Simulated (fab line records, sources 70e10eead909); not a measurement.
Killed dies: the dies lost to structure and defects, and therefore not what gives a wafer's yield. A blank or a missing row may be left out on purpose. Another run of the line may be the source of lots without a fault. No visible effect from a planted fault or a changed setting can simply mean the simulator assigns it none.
Problem report, 8D (eight disciplines) form, completed by code || flow nand harc || the parts of the form that need people (team, actions taken, sign-off) are left out

## 1. THE PROBLEM
thk nm at NHARC_A_M1_THK_MEAS_24 reads a mean of 29.5 nm on 6 wafers of 2 lots; wafers without a fault read 154.0 nm with a standard deviation of 1.5. Relative to the usual mean, that is a shift of -83 standard deviations.
The step: measures by xrf.
Earliest sighting: wafer L105.3 on film metro-02 at day 26 07:21. At this step, 36 wafers from 12 lots have a number in the record. The rule behind "out" and "out of limits": a value lying over 4 standard deviations away from the usual mean. Any other wafer with a number is counted as sound.

## 2. WHAT IT IS AND WHAT IT IS NOT
{"question": "which readings at this step", "is": "thk nm", "is not": "-"}
{"question": "which lots", "is": "L105, L106", "is not": "L103, L104, L111, L114, L115, L116, L118, L119, L120, L999"}
{"question": "which wafers of those lots", "is": "all that have a number", "is not": "-"}
{"question": "read on which gauges", "is": "film metro-01, film metro-02", "is not": "-"}
{"question": "when", "is": "from day 26 07:21", "is not": "up to then (9 sound wafers); but 21 sound wafers of L111, L114, L115, L116, L118, L119, L120 came after"}

## 3. SUSPECTS, AND WHAT RULES EACH OUT
Counting: a tool at any process step up to the reading remains a suspect when it ran all the lots that are out and ran no sound lot after the first of those.
- the gauge at NHARC_A_M1_THK_MEAS_24: ruled out. Those wafers that are out were read across 2 gauges (film metro-01, film metro-02).
- rie diel-09 at NHARC_A_M1_ETCH_35 (etches the open film in N2/H2, target depth 40 nm, overetch 12 nm, time 43.94 s): ruled out as a lasting fault. Sound lots L116 ran on it after its first lot that is out, L105 (day 26 05:02).
- ecd cu-02 at NHARC_A_M1_ECD_22 (material Cu, target thk 400 nm): ruled out as a lasting fault. Sound lots L114, L111, L115, L118, L120, L119 ran on it after its first lot that is out, L105 (day 26 06:25).
Left after counting: nothing in the record.

## 4. THE CAUSE (what the simulator had put in)
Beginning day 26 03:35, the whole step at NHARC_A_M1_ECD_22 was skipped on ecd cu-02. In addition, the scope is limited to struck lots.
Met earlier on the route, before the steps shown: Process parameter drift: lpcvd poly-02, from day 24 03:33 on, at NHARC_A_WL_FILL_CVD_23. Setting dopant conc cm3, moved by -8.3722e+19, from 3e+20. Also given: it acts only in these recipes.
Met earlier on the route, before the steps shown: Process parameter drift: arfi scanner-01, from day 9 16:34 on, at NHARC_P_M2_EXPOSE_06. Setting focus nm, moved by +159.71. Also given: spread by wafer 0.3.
Counting ruled it out, wrongly: the rule takes a fault to strike every lot that its tool runs from its start on, and this one did not.

## 5. THE EFFECT CHAIN, in route order
Rows list readings where the struck wafers' mean (over those with a number) sits beyond 3 standard deviations from the usual. Only readings for which the record gives a usual standard deviation are gone through. hours: the time from each lot's start at the first step in this table that gives one to its start at this step, as a median over the lots. sigmas: the change in usual standard deviations.
{"hours": 0, "step": "NHARC_A_M1_CMP_23", "reading": "time to endpoint s", "usual": "27 s", "on struck wafers": 2, "change": -25, "sigmas": -7.9}
{"hours": 0, "step": "NHARC_A_M1_THK_MEAS_24", "reading": "thk nm", "usual": "154.0 nm", "on struck wafers": 29.5, "change": -124.5, "sigmas": -83}
{"hours": 35, "step": "NHARC_END_SORT_01", "reading": "killed at array", "usual": 56, "on struck wafers": 673, "change": "+617", "sigmas": "+32"}
{"hours": 35, "step": "NHARC_END_SORT_01", "reading": "killed dies", "usual": 61, "on struck wafers": 677, "change": "+616", "sigmas": "+32"}
Here are the process steps it includes:
- NHARC_A_M1_CMP_23: polishes, t overpolish 20 s, target thk 154.34 nm.
Readings that are blank on the struck wafers while sound wafers have them: bath heat duty pct at NHARC_A_M1_ECD_22; bath temp c at NHARC_A_M1_ECD_22.

## 6. WHAT WOULD HAVE CAUGHT IT SOONER
4 hours passed between the start of the fault at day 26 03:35 and the first reading out of limits at a measuring or inspecting step in this record, taken at day 26 07:21.
At NHARC_A_M1_ECD_22 the tool's readings are blank on the struck wafers, where sound wafers have them: an empty tool record is the first sign, and it was there at once.
